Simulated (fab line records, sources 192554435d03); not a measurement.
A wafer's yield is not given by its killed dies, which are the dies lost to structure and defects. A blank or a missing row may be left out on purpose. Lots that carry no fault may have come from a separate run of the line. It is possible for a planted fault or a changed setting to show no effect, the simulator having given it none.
Split-lot trial ; flow n5-finfet ; 21 wafers read across 7 lots, on a route 1938 steps long

ABOUT THE SPLIT
At N5_BEOL_M1_HM_DEP_02 (deposits TiN, target thk 20 nm), the setting target-thk-a was moved away from the recipe's 200 angstrom on 3 of the 21 wafers read, by -9.3% to -4.7%. The other wafers ran this setting at the recipe's value.

FROM THE SPLIT TO THE READING: what the file shows between them, 11 steps
- N5_BEOL_M1_EXPOSE_08: exposes mask M1 (also split here: dose-mj)
- N5_BEOL_M1_PEB_09: peb time 60 s
- N5_BEOL_M1_DEVELOP_10: develop time 30 s
- N5_BEOL_M1_CD_MEAS_11: target cd 17.05 nm
- N5_BEOL_M1_DESCUM_16: chemistry O2, time 7 s
- N5_BEOL_M1_ETCH_74: etches underlayer in N2/H2, target depth 6.5 nm, time 5.2 s
- N5_BEOL_M1_ETCH_63: etches SiARC in CF4, target depth 15.6 nm, time 26 s
- N5_BEOL_M1_ETCH_64: etches SOC in N2/H2, target depth 75 nm, overetch 15 nm, time 112.5 s (also split here: bias-w)
- N5_BEOL_M1_STRIP_65: strips in N2/H2
- N5_BEOL_M1_STRIP_75: strips in N2/H2
- N5_BEOL_M1_STRIP_66: strips in CF4

THE READING
etch.depth-nm (the simulator's own value, which no gauge read), in nm, at N5_BEOL_M1_HM_OPEN_17 (chemistry Cl2/BCl3, target TiN, target depth 20 nm, overetch 6 nm). The file gives no usual value for it. The 18 wafers here that ran the recipe average 19.83 nm, standard deviation 0.39 nm.

wafer;tool, chamber at the split;target-thk-a as run, angstrom;against the recipe;etch.depth-nm, nm;against lot-mates on the recipe
L076.2;pvd-sputter-03, -;200;recipe;19.5;-
L076.4;pvd-sputter-03, -;200;recipe;19.72;-
L076.5;pvd-sputter-03, -;200;recipe;19.54;-
L085.1;pvd-sputter-03, -;200;recipe;19.91;-
L085.2;pvd-sputter-03, -;200;recipe;19.71;-
L085.4;pvd-sputter-03, -;200;recipe;19.54;-
L086.1;pvd-sputter-01, -;181.4;-9.3%;18.11;-1.87
L086.5;pvd-sputter-01, -;200;recipe;19.98;-
L086.6;pvd-sputter-01, -;181.4;-9.3%;18.27;-1.71
L087.1;pvd-sputter-03, -;200;recipe;19.22;-
L087.4;pvd-sputter-03, -;200;recipe;19.26;-
L087.6;pvd-sputter-03, -;200;recipe;19.16;-
L091.2;pvd-sputter-01, -;200;recipe;20.01;-
L091.3;pvd-sputter-01, -;200;recipe;20.14;-
L091.4;pvd-sputter-01, -;200;recipe;20.22;-
L095.1;pvd-sputter-03, -;200;recipe;20.36;-
L095.3;pvd-sputter-03, -;200;recipe;19.95;-
L095.4;pvd-sputter-03, -;200;recipe;19.94;-
L096.2;pvd-sputter-01, -;190.7;-4.7%;19.42;-0.98
L096.3;pvd-sputter-01, -;200;recipe;20.49;-
L096.5;pvd-sputter-01, -;200;recipe;20.31;-

THE FIT
A straight line over all 21 wafers: etch.depth-nm changes by +0.168 nm for each +1% of target-thk-a; r = +0.79; the points scatter about the line by 0.39 nm.
The same after taking each lot's own level away (the mean of its wafers on the recipe; 21 wafers): +0.194 nm for each +1%; r = +0.98; scatter 0.12 nm.
On that fit, the largest move of target-thk-a shifts the reading by 1.8 nm.
From 19.213 to 20.400 nm: that is the span of the lots' own levels, equal to 3.0 times the standard deviation above.
So the lot-to-lot level blurs the effect unless lot-mates are compared.
Check: for one of the wafers moved furthest among these (-9.3%), held out of the fit, the line's prediction against its lot-mates is -1.76 nm. It came out at -1.87 nm against them.

THESE WAFERS: OTHER SPLITS
Before the reading, these wafers also passed through other splits. Each is held against what the fit with the lots' levels taken away leaves over:
other split on the same wafers;wafers away from the commonest value;r with etch.depth-nm (lot level and that fit taken away)
N5_BEOL_M0_SAQP_DESCUM_45 time-s;10;+0.20
N5_BEOL_M1_EXPOSE_08 dose-mj;10;+0.02
N5_BEOL_M1_ETCH_64 bias-w;10;-0.07

THE WHOLE CHAIN: every reading that the file lists as answering this split, in the file's order
step;what it does;reading;change (the file's fit);r (the file's)
N5_BEOL_M1_HM_DEP_02;deposits TiN, target thk 20 nm;TiN_of_BEOL_M1_HM_DEP_02.thk-nm (the simulator's own value, which no gauge read);+0.198 nm for each +1% of the setting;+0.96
N5_BEOL_M1_HM_OPEN_17;chemistry Cl2/BCl3, target TiN, target depth 20 nm, overetch 6 nm;etch.depth-nm (the simulator's own value, which no gauge read);+0.196 nm for each +1% of the setting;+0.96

THE FILE'S OWN FIT
etch.depth-nm changes by +0.196 nm for each +1% of target-thk-a, r = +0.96.
